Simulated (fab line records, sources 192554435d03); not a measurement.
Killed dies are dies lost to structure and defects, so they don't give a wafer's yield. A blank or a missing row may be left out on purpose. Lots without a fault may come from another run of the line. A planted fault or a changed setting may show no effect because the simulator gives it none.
fab line records | flow n5_finfet
record lots=7 wafers=39
route steps=1938 shown BEOL_M11@1578 BEOL_M14@1716
start_h: hours from the record's first day to the start of the lot's first wafer shown | wait_h: hours since the lot's step before | " the same as in the row above | L1.1+2: a row that stands for several wafers | - no value, or no start given | * or withheld: withheld | < > ~ a bound
route shown NAME@n: a module of which the file shows steps, and the number in the route of the first | usual: mean/standard deviation of fault-free wafers | same: alike in all rows | chamber/n: place in a boat | sites: the reading at each site | _std_site: their standard deviation | _edge_site: outer sites' mean less inner sites' | radius_mm: how far each site lies from the wafer's centre | mask NAME#n: copy n | behind: the tool/chamber that last shaped the wafer | hold: why the lot was held/for how many hours/how that ended | device: the transistor (n, p or np) that didn't switch | end of line: the same wafers' tests at the end of the route | a step without rows: its recipe alone | killed: dies lost to structure and defects at the first sort, not the wafer's yield | map: a wafer's dies, x killed, . not, _ none there
set.NAME: the setting as run; set.NAME@STEP: as run at that earlier step | model.NAME: the simulator's own value behind a step, which no gauge read
lots whose settings were changed on purpose; a table a step, a row a wafer
## steps
# step N5_BEOL_M11_TRENCH_ETCH_37
# recipe chemistry=C4F6/O2 target_depth_a=1488.3 target=SiCOH_lowk time_s=48 ion_energy_ev=250 pressure_mtorr=30 source_w=345 bias_w=185 Ar_flow_sccm=300 C4F6_flow_sccm=10 O2_flow_sccm=10
# columns lot.wafer tool chamber start_h wait_h set.target_depth_a model.etch.depth_nm model.BEOL_M11.feature_depth_nm model.TiN_of_BEOL_M11_HM_DEP_02.thk_nm
L074.1 rie_diel-06 3 - - 1488.3 146.3 146.4 15.4
L074.2 " 2 " " 1488.3 148.4 148.4 15.4
L074.3 " 1 " " 2003 206.2 206.2 13.8
L074.4 " 0 " " 1488.3 147.8 147.8 15.4
L074.5 " 3 " " 2003 197.7 197.8 14
L074.6 " 0 " " 2003 200.5 200.4 13.8
L079.1 rie_diel-06 1 - - 916 93.09 93 17.2
L079.2 " 2 " " 1488.3 145.4 145.4 15.8
L079.3 " 0 " " 916 90.84 90.8 17.2
L079.4 " 3 " " 1488.3 144.6 144.6 15.8
L079.5 " 1 " " 916 92.94 93 17.2
L079.6 " 0 " " 1488.3 146.8 146.8 15.8
L080.1 rie_diel-03 2 - - 1488.3 149.6 149.6 16.2
L080.2 " 3 " " 2053 200.1 200.2 14.8
L080.3 " 0 " " 1488.3 150.2 150.2 15.8
L080.4 " 1 " " 2053 210.8 210.8 14.4
L080.5 " 0 " " 1488.3 149.4 149.4 16
L080.6 " 1 " " 2053 210.2 210.2 14.6
L089.1 rie_diel-06 2 - - 1488.3 147.5 147.6 15.6
L089.2 " 3 " " 1488.3 144.1 144 15.8
L089.3 " 0 " " 911.5 90.75 90.8 17.4
L089.4 " 0 " " 1488.3 148.5 148.4 15.8
L089.5 " 2 " " 911.5 90.55 90.6 17.6
L089.6 " 3 " " 911.5 89.18 89.2 17.4
L093.1 rie_diel-06 0 - - 1231 122 122 16.4
L093.2 " 2 " " 1488.3 146.1 146.2 16.2
L093.3 " 3 " " 1488.3 144.9 144.8 16.2
L093.4 " 1 " " 1488.3 152.2 152.2 16
L093.5 " 3 " " 1231 120.2 120.2 16.6
L093.6 " 0 " " 1231 123.1 123.2 16.6
L096.1 rie_diel-06 1 - - 1113 112.7 112.8 16.8
L096.2 " 2 " " 1488.3 146.4 146.4 15.6
L096.3 " 3 " " 1488.3 144.2 144.2 15.8
L096.4 " 0 " " 1488.3 147.8 147.8 15.8
L096.5 " 2 " " 1113 109.8 109.8 16.8
L096.6 " 1 " " 1113 114.5 114.4 16.6
L097.1 rie_diel-06 2 - - 1488.3 146.8 146.8 16.2
L097.5 " 1 " " 1488.3 152.8 152.8 15.8
L097.6 " 2 " " 1488.3 145.5 145.4 16.4
# step N5_BEOL_M11_ETCH_41
# recipe chemistry=CH3F/O2 target=SiCN target_depth_a=426 taper_deg=2 time_s=86 ion_energy_ev=120 mask_material=TiN pressure_mtorr=30 source_w=395 bias_w=75 Ar_flow_sccm=150 CH3F_flow_sccm=30 O2_flow_sccm=20
# step N5_BEOL_M11_STRIP_77
# recipe chemistry=N2/H2 time_s=10 power_w=450 temp_c=40 pressure_mtorr=20 rf_frequency_hz=6e+07 bias_power_w=7 n2_flow_sccm=200 h2_flow_sccm=200
# step N5_BEOL_M11_OCD_MEAS_38
# usual trench_depth_nm=148.1/2.7
# columns lot.wafer tool chamber start_h wait_h set.target_depth_a@BEOL_M11_TRENCH_ETCH_37 trench_depth_nm
L074.1 ocd-01 - 246.76 - 1488.3 146.6
L074.2 " - " " 1488.3 148.3
L074.3 " - " " 2003 206.6
L074.4 " - " " 1488.3 148.5
L074.5 " - " " 2003 197.9
L074.6 " - " " 2003 200.6
L079.1 ocd-02 - 261.49 - 916 93.2
L079.2 " - " " 1488.3 145.3
L079.3 " - " " 916 91.4
L079.4 " - " " 1488.3 144.5
L079.5 " - " " 916 93.2
L079.6 " - " " 1488.3 146.8
L080.1 ocd-01 - 295.05 - 1488.3 149.6
L080.2 " - " " 2053 199.9
L080.3 " - " " 1488.3 150.2
L080.4 " - " " 2053 210.9
L080.5 " - " " 1488.3 149.3
L080.6 " - " " 2053 210.4
L089.1 ocd-02 - 338.62 - 1488.3 147.7
L089.2 " - " " 1488.3 144.2
L089.3 " - " " 911.5 91.1
L089.4 " - " " 1488.3 148.1
L089.5 " - " " 911.5 90.4
L089.6 " - " " 911.5 89.4
L093.1 ocd-01 - 357.66 - 1231 122.5
L093.2 " - " " 1488.3 145.8
L093.3 " - " " 1488.3 144.8
L093.4 " - " " 1488.3 153.1
L093.5 " - " " 1231 120.3
L093.6 " - " " 1231 123.1
L096.1 ocd-02 - 391.69 - 1113 113.1
L096.2 " - " " 1488.3 146.6
L096.3 " - " " 1488.3 143.9
L096.4 " - " " 1488.3 148.0
L096.5 " - " " 1113 109.5
L096.6 " - " " 1113 114.9
L097.1 ocd-02 - 426.21 - 1488.3 146.4
L097.5 " - " " 1488.3 152.9
L097.6 " - " " 1488.3 145.7
# step N5_BEOL_M11_HM_STRIP_39
# recipe chemistry=peroxide_tin_strip material=TiN target_depth_a=250 temp_c=50 time_s=158
# step N5_BEOL_M11_SRD_40
# recipe time_s=30 temp_c=23 rinse_liquid=diw dry=ipa_marangoni
# step N5_BEOL_M11_ECD_50
# recipe material=Cu target_thk_a=3180
# step N5_BEOL_M11_ANNEAL_51
# recipe temp_c=225 time_s=90 ambient=N2
# step N5_BEOL_M11_CMP_52
# recipe stop_on=SiCOH_lowk t_overpolish_s=7 down_force_psi=1 platen_rpm=50 clearing_platen_down_force_psi=1.5 clearing_platen_rpm=50 post_cmp_clean=cu_alkaline target_thk_nm=140 clearing_platen_pad_velocity_m_s=0.99484 pad_velocity_m_s=0.99484
# columns lot.wafer tool chamber start_h wait_h set.target_depth_a@BEOL_M11_TRENCH_ETCH_37 model.Cu_of_BEOL_M11_ECD_50.thk_nm
L074.3 cmp-02 2 248.97 0.2 2003 196.6
L074.4 " 3 " " 1488.3 139
L074.2 " 0 " " 1488.3 140.2
L074.1 " 1 " " 1488.3 137.6
L074.5 " 2 " " 2003 188.6
L074.6 " 3 " " 2003 192.4
L079.4 cmp-02 0 265.19 0.1 1488.3 135
L079.2 " 1 " " 1488.3 136.6
L079.1 " 2 " " 916 83.8
L079.3 " 3 " " 916 82
L079.6 " 0 " " 1488.3 139
L079.5 " 1 " " 916 84.6
L080.3 cmp-04 2 297.49 0.2 1488.3 142.6
L080.1 " 3 " " 1488.3 141.2
L080.2 " 0 " " 2053 191.8
L080.4 " 1 " " 2053 201.2
L080.6 " 2 " " 2053 202.8
L080.5 " 3 " " 1488.3 140.8
L089.4 cmp-04 3 340.46 0.1 1488.3 139.4
L089.1 " 0 " " 1488.3 139.6
L089.2 " 1 " " 1488.3 133.4
L089.3 " 2 " " 911.5 82
L089.5 " 3 " " 911.5 82.2
L089.6 " 0 " " 911.5 79.4
L093.2 cmp-02 2 359.97 0.2 1488.3 137.6
L093.3 " 3 " " 1488.3 136.2
L093.1+6 " 0,2 " " 1231 114.8
L093.4 " 1 " " 1488.3 144.4
L093.5 " 3 " " 1231 112
L096.4 cmp-03 1 393.90 0.1 1488.3 140.2
L096.1 " 2 " " 1113 104.6
L096.2 " 3 " " 1488.3 137.6
L096.3 " 0 " " 1488.3 135
L096.5 " 1 " " 1113 101.6
L096.6 " 2 " " 1113 105
L097.1 cmp-04 2 429.21 0.4 1488.3 139
L097.6 " 3 " " 1488.3 137.4
L097.5 " 0 " " 1488.3 143.6
# step N5_BEOL_M11_THK_MEAS_53
# recipe thk_meas_gauge=xrf reads=Cu_of_BEOL_M11_ECD_50
# usual M11_THK=139.0/2.9
# columns lot.wafer tool chamber start_h wait_h set.target_depth_a@BEOL_M11_TRENCH_ETCH_37 M11_THK[nm]
L074.1 film_metro-02 - 249.26 - 1488.3 136.7
L074.2 " - " " 1488.3 140.3
L074.3 " - " " 2003 196.9
L074.4 " - " " 1488.3 138.6
L074.5 " - " " 2003 188.5
L074.6 " - " " 2003 191.4
L079.1 film_metro-02 - 265.48 - 916 83.7
L079.2 " - " " 1488.3 136.3
L079.3 " - " " 916 81.8
L079.4 " - " " 1488.3 134.4
L079.5 " - " " 916 84.2
L079.6 " - " " 1488.3 138.7
L080.1 film_metro-01 - 297.79 - 1488.3 140.4
L080.2 " - " " 2053 191.3
L080.3 " - " " 1488.3 142.0
L080.4 " - " " 2053 200.7
L080.5 " - " " 1488.3 140.6
L080.6 " - " " 2053 202.3
L089.1 film_metro-01 - 340.75 - 1488.3 138.5
L089.2 " - " " 1488.3 131.7
L089.3 " - " " 911.5 80.7
L089.4 " - " " 1488.3 137.1
L089.5 " - " " 911.5 81.6
L089.6 " - " " 911.5 78.5
L093.1 film_metro-02 - 360.26 - 1231 115.7
L093.2 " - " " 1488.3 138.2
L093.3 " - " " 1488.3 136.6
L093.4 " - " " 1488.3 145.0
L093.5 " - " " 1231 112.7
L093.6 " - " " 1231 115.4
L096.1 film_metro-02 - 394.19 - 1113 104.7
L096.2 " - " " 1488.3 137.3
L096.3 " - " " 1488.3 134.2
L096.4 " - " " 1488.3 139.2
L096.5 " - " " 1113 101.7
L096.6 " - " " 1113 104.7
L097.1 film_metro-01 - 429.39 - 1488.3 136.7
L097.5 " - " " 1488.3 141.5
L097.6 " - " " 1488.3 135.5
# step N5_BEOL_M11_PRE_CLEAN_55
# recipe gas=NH3 time_s=15 temp_c=withheld rf_power_w=300
# step N5_BEOL_M11_DEP_56
# recipe material=SiCN target_thk_a=300 temp_c=withheld precursor=3MS/NH3 pressure_torr=3 rf_w=675 time_s=10.5
# step N5_BEOL_M11_RS_MEAS_57
# recipe thk_meas_gauge=four-point-probe reads=Cu_of_BEOL_M11_ECD_50+Co_of_BEOL_M11_CVD_75+TaN_of_BEOL_M11_ALD_74
# usual M11_RS=0.152/0.0035
# columns lot.wafer tool chamber start_h wait_h set.target_depth_a@BEOL_M11_TRENCH_ETCH_37 M11_RS[ohm/sq]
L074.1 film_metro-01 - 249.39 0.0 1488.3 0.154
L074.2 " - " " 1488.3 0.150
L074.3 " - " " 2003 0.104
L074.4 " - " " 1488.3 0.152
L074.5 " - " " 2003 0.109
L074.6 " - " " 2003 0.106
L079.1 film_metro-01 - 265.61 0.0 916 0.270
L079.2 " - " " 1488.3 0.155
L079.3 " - " " 916 0.277
L079.4 " - " " 1488.3 0.157
L079.5 " - " " 916 0.267
L079.6 " - " " 1488.3 0.152
L080.1 film_metro-01 - 297.91 0.0 1488.3 0.149
L080.2 " - " " 2053 0.107
L080.3 " - " " 1488.3 0.148
L080.4 " - " " 2053 0.102
L080.5 " - " " 1488.3 0.150
L080.6 " - " " 2053 0.101
L089.1 film_metro-02 - 340.88 0.0 1488.3 0.151
L089.2 " - " " 1488.3 0.159
L089.3 " - " " 911.5 0.277
L089.4 " - " " 1488.3 0.151
L089.5 " - " " 911.5 0.276
L089.6 " - " " 911.5 0.288
L093.1 film_metro-02 - 360.39 0.0 1231 0.188
L093.2 " - " " 1488.3 0.154
L093.3 " - " " 1488.3 0.155
L093.4 " - " " 1488.3 0.145
L093.5 " - " " 1231 0.194
L093.6 " - " " 1231 0.188
L096.1 film_metro-01 - 394.32 0.0 1113 0.209
L096.2 " - " " 1488.3 0.154
L096.3 " - " " 1488.3 0.157
L096.4 " - " " 1488.3 0.151
L096.5 " - " " 1113 0.216
L096.6 " - " " 1113 0.208
L097.1 film_metro-02 - 429.54 0.1 1488.3 0.152
L097.5 " - " " 1488.3 0.146
L097.6 " - " " 1488.3 0.154
# step N5_BEOL_M14_ILD_DEP_00
# recipe material=SiO2 target_thk_a=11193 temp_c=400 precursor=TEOS/O2 pressure_torr=6.5 rf_w=900 teos_flow_sccm=161.4 gas=O2 flow_sccm=2650 time_s=237.4
# columns lot.wafer tool chamber start_h wait_h set.target_thk_a model.SiO2_of_BEOL_M14_ILD_DEP_00.thk_nm
L074.1 pecvd-01 1 263.65 0.0 11193 1121
L074.2 " 2 " " 11193 1108
L074.3 " 0 " " 11193 1100
L074.4 " 1 " " 13620 1382
L074.5 " 2 " " 13620 1360
L074.6 " 0 " " 13620 1357
L079.1 pecvd-02 0 278.17 0.0 11193 1139
L079.2 " 1 " " 11193 1108
L079.3 " 2 " " 14880 1498
L079.4 " 1 " " 14880 1491
L079.5 " 2 " " 14880 1531
L079.6 " 0 " " 11193 1154
L080.1 pecvd-02 2 306.53 0.0 11193 1147
L080.2 " 0 " " 7965 847.6
L080.3 " 1 " " 7965 793
L080.4 " 1 " " 11193 1138
L080.5 " 0 " " 11193 1170
L080.6 " 2 " " 7965 826.2
L089.1 pecvd-04 2 354.28 0.0 13820 1378
L089.2 " 1 " " 13820 1355
L089.3 " 0 " " 11193 1114
L089.4 " 0 " " 11193 1135
L089.5 " 1 " " 11193 1124
L089.6 " 2 " " 13820 1390
L093.1 pecvd-01 0 371.64 0.0 11193 1107
L093.2 " 1 " " 11193 1121
L093.3 " 2 " " 11193 1129
L093.4 " 0 " " 11193 1124
L093.5 " 1 " " 11193 1141
L093.6 " 2 " " 11193 1138
L096.1 pecvd-01 2 404.02 0.0 11193 1116
L096.2 " 0 " " 8814 870.8
L096.3 " 2 " " 8814 900.8
L096.4 " 0 " " 11193 1125
L096.5 " 2 " " 8814 896
L096.6 " 0 " " 11193 1126
L097.1 pecvd-04 2 444.73 0.0 11193 1101
L097.5 " 2 " " 11193 1131
L097.6 " 1 " " 11193 1124
# step N5_BEOL_M14_THK_MEAS_01
# recipe reads=SiO2_of_BEOL_M14_ILD_DEP_00
# usual M14_ILD_THK=1125/17
# columns lot.wafer tool chamber start_h wait_h set.target_thk_a@BEOL_M14_ILD_DEP_00 M14_ILD_THK[nm]
L074.1 film_metro-01 - 263.84 0.1 11193 1120
L074.2 " - " " 11193 1110
L074.3 " - " " 11193 1099
L074.4 " - " " 13620 1381
L074.5 " - " " 13620 1361
L074.6 " - " " 13620 1358
L079.1 film_metro-02 - 278.36 0.1 11193 1138
L079.2 " - " " 11193 1108
L079.3 " - " " 14880 1498
L079.4 " - " " 14880 1490
L079.5 " - " " 14880 1533
L079.6 " - " " 11193 1154
L080.1 film_metro-01 - 306.72 0.1 11193 1147
L080.2 " - " " 7965 847
L080.3 " - " " 7965 792
L080.4 " - " " 11193 1138
L080.5 " - " " 11193 1169
L080.6 " - " " 7965 826
L089.1 film_metro-02 - 354.47 0.1 13820 1379
L089.2 " - " " 13820 1354
L089.3 " - " " 11193 1114
L089.4 " - " " 11193 1135
L089.5 " - " " 11193 1124
L089.6 " - " " 13820 1388
L093.1 film_metro-01 - 371.83 0.1 11193 1106
L093.2 " - " " 11193 1120
L093.3 " - " " 11193 1129
L093.4 " - " " 11193 1124
L093.5 " - " " 11193 1142
L093.6 " - " " 11193 1138
L096.1 film_metro-02 - 404.29 0.2 11193 1117
L096.2 " - " " 8814 871
L096.3 " - " " 8814 901
L096.4 " - " " 11193 1125
L096.5 " - " " 8814 895
L096.6 " - " " 11193 1125
L097.1 film_metro-01 - 444.92 0.1 11193 1101
L097.5 " - " " 11193 1132
L097.6 " - " " 11193 1123
# step N5_BEOL_M14_COAT_58
# recipe resist=BARC temp_c=205 time_s=60 spin_rpm=1500 resist_thk_nm=89
# step N5_BEOL_M14_COAT_04
# recipe spin_rpm=1704 resist_thk_nm=800
# step N5_BEOL_M14_DESCUM_15
# recipe chemistry=O2 time_s=7.9 source_power_w=50 bias_power_w=20 pressure_mtorr=20 rf_frequency_hz=2.712e+07 temp_c=40 o2_flow_sccm=225
# step N5_BEOL_M14_ETCH_59
# recipe chemistry=N2/H2 target=BARC target_depth_a=890 overetch_a=267 time_s=67.9 ion_energy_ev=200 pressure_mtorr=30 source_w=840 bias_w=150 n2_flow_sccm=200 h2_flow_sccm=200
# step N5_BEOL_M14_VIA_ETCH_16
# recipe chemistry=C4F8/O2/Ar target=SiO2 he_inner_torr=15 he_outer_torr=30 target_depth_a=12313 time_s=withheld ion_energy_ev=800 pressure_mtorr=20 source_w=1905 bias_w=2040 Ar_flow_sccm=400 C4F8_flow_sccm=16 O2_flow_sccm=12 ends=cleared
# columns lot.wafer tool chamber start_h wait_h set.target_thk_a@BEOL_M14_ILD_DEP_00 model.etch.depth_nm model.coat_of_BEOL_M14_COAT_04.thk_nm
L074.1 rie_diel-04 0 264.40 0.0 11193 1121 456
L074.2 " 3 " " 11193 1108 455
L074.3 " 2 " " 11193 1100 460.4
L074.4 " 1 " " 13620 1382 399.4
L074.5 " 0 " " 13620 1360 396.8
L074.6 " 1 " " 13620 1357 404.2
L079.1 rie_diel-02 3 278.85 0.0 11193 1139 443.8
L079.2 " 2 " " 11193 1108 452
L079.3 " 1 " " 14880 1498 368
L079.4 " 0 " " 14880 1491 360.4
L079.5 " 1 " " 14880 1531 357
L079.6 " 2 " " 11193 1154 444
L080.1 rie_diel-01 2 307.35 0.0 11193 1147 443.6
L080.2 " 0 " " 7965 847.5 515.6
L080.3 " 1 " " 7965 793 530.4
L080.4 " 3 " " 11193 1138 450
L080.5 " 0 " " 11193 1170 437
L080.6 " 3 " " 7965 826.2 522.2
L089.1 rie_diel-01 1 355.08 0.0 13820 1378 394.4
L089.2 " 0 " " 13820 1355 398
L089.3 " 3 " " 11193 1114 456
L089.4 " 2 " " 11193 1135 449.8
L089.5 " 3 " " 11193 1124 455.4
L089.6 " 2 " " 13820 1390 390.4
L093.1 rie_diel-02 0 372.31 0.0 11193 1107 449.8
L093.2 " 1 " " 11193 1121 453.4
L093.3 " 2 " " 11193 1129 449.4
L093.4 " 3 " " 11193 1124 449.6
L093.5 " 0 " " 11193 1141 442.2
L093.6 " 1 " " 11193 1138 452.2
L096.1 rie_diel-02 1 404.84 0.0 11193 1116 460.8
L096.2 " 0 " " 8814 870.8 511
L096.3 " 2 " " 8814 900.9 509
L096.4 " 3 " " 11193 1125 457.6
L096.5 " 0 " " 8814 896.1 505
L096.6 " 3 " " 11193 1126 451.8
L097.1 rie_diel-01 2 445.40 0.0 11193 1101 456
L097.5 " 1 " " 11193 1131 449.2
L097.6 " 3 " " 11193 1124 452
## key
split step=N5_BEOL_M11_TRENCH_ETCH_37 setting=target_depth_a stated=1488.3 by=wafer
response step=N5_BEOL_M11_TRENCH_ETCH_37 reading=model.etch.depth_nm change=+1.46 per=1% r=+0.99
response step=N5_BEOL_M11_TRENCH_ETCH_37 reading=model.BEOL_M11.feature_depth_nm change=+1.46 per=1% r=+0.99
response step=N5_BEOL_M11_TRENCH_ETCH_37 reading=model.TiN_of_BEOL_M11_HM_DEP_02.thk_nm change=-0.0396 per=1% r=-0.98
response step=N5_BEOL_M11_OCD_MEAS_38 reading=trench_depth_nm change=+1.46 per=1% r=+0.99
response step=N5_BEOL_M11_CMP_52 reading=model.Cu_of_BEOL_M11_ECD_50.thk_nm change=+1.46 per=1% r=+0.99
response step=N5_BEOL_M11_THK_MEAS_53 reading=M11_THK change=+1.45 per=1% r=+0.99
response step=N5_BEOL_M11_RS_MEAS_57 reading=M11_RS change=-0.00226 per=1% r=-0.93
split step=N5_BEOL_M14_ILD_DEP_00 setting=target_thk_a stated=11193 by=wafer
response step=N5_BEOL_M14_ILD_DEP_00 reading=model.SiO2_of_BEOL_M14_ILD_DEP_00.thk_nm change=+11.3 per=1% r=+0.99
response step=N5_BEOL_M14_THK_MEAS_01 reading=M14_ILD_THK change=+11.3 per=1% r=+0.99
response step=N5_BEOL_M14_VIA_ETCH_16 reading=model.etch.depth_nm change=+11.3 per=1% r=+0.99
response step=N5_BEOL_M14_VIA_ETCH_16 reading=model.coat_of_BEOL_M14_COAT_04.thk_nm change=-2.6 per=1% r=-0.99
